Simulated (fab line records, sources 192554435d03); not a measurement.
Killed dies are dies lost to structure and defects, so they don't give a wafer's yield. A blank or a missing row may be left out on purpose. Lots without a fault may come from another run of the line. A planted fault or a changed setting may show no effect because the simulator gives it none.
Chamber matching | flow n5_finfet | N5_PMOS_HMC_CHANNEL_EPI_CMP_21 on cmp-02: 4 sister chambers
The step polishes SiGe30, target thk 54 nm. 27 wafers are shown with their chamber, then 12 later ones without.

WAFERS WITH THEIR CHAMBER
wafer  | chamber | motor_current_A (A) | edge_zone_pressure_frac
L074.2 | 1       | 12.4                | 0.992
L074.4 | 0       | 12.1                | 1.004
L074.5 | 1       | 11.8                | 1.001
L075.1 | 2       | 14.1                | 1.001
L075.2 | 1       | 12.2                | 0.997
L075.5 | 2       | 14.7                | 1.003
L076.3 | 0       | 12.1                | 1.000
L076.5 | 2       | 14.5                | 0.996
L076.6 | 1       | 12.4                | 0.998
L079.2 | 2       | 14.1                | 1.005
L079.3 | 0       | 12.1                | 1.002
L079.6 | 3       | 10.4                | 1.007
L080.3 | 1       | 12.7                | 0.999
L080.4 | 3       | 9.9                 | 0.997
L080.6 | 0       | 12.1                | 1.007
L082.1 | 3       | 10.9                | 0.997
L082.2 | 2       | 14.6                | 1.001
L082.3 | 1       | 12.9                | 0.994
L084.2 | 3       | 10.6                | 0.996
L084.3 | 0       | 12.2                | 1.009
L084.4 | 2       | 14.5                | 1.002
L085.1 | 2       | 13.5                | 1.000
L085.4 | 0       | 12.2                | 0.993
L085.5 | 3       | 10.3                | 0.998
L087.1 | 3       | 10.2                | 0.991
L087.2 | 2       | 14.0                | 0.993
L087.4 | 0       | 12.2                | 1.003

SIGNATURES (means of the wafers above)
reading                 | chamber 0 | chamber 1 | chamber 2 | chamber 3 | scatter within a chamber
motor_current_A         | 12.143    | 12.400    | 14.250    | 10.383    | 0.327
edge_zone_pressure_frac | 1.00257   | 0.99683   | 1.00012   | 0.99767   | 0.00446
Rule: a wafer's distance from a chamber is the root of the sum, over the readings, of the square of ((its reading less the chamber's mean) divided by the reading's scatter). The wafer belongs to the nearest chamber; if the next one is less than 2 further off, it can't be placed. The scatter: the root of (the sum of the squares of (reading less its chamber's mean) over the shown wafers, divided by (wafers less chambers)).

WAFERS WITHOUT THEIR CHAMBER
wafer  | motor_current_A (A) | edge_zone_pressure_frac
L089.1 | 12.7                | 1.005
L089.4 | 10.0                | 1.006
L089.6 | 10.1                | 1.000
L090.1 | 12.3                | 1.005
L090.3 | 10.6                | 1.007
L090.5 | 10.1                | 0.998
L091.2 | 14.4                | 1.006
L091.4 | 12.0                | 1.005
L091.6 | 11.7                | 0.992
L097.3 | 13.7                | 1.003
L097.5 | 11.8                | 1.001
L097.6 | 10.2                | 1.007

WHICH CHAMBER EACH WENT THROUGH
wafer  | from the rows above          | in truth
L089.1 | can't be placed: 0 or 1      | 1
L089.4 | 3                            | 3
L089.6 | 3                            | 3
L090.1 | can't be placed: 0 or 1      | 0
L090.3 | 3                            | 3
L090.5 | 3                            | 3
L091.2 | 2                            | 2
L091.4 | can't be placed: 0 or 1      | 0
L091.6 | can't be placed: 1 or 0 or 3 | 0
L097.3 | 2                            | 2
L097.5 | can't be placed: 0 or 1      | 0
L097.6 | 3                            | 3
Placed correctly: 7 of 12. Can't be placed from these rows: 5 (the true chamber is among the candidates in 5). Placed wrongly: 0.
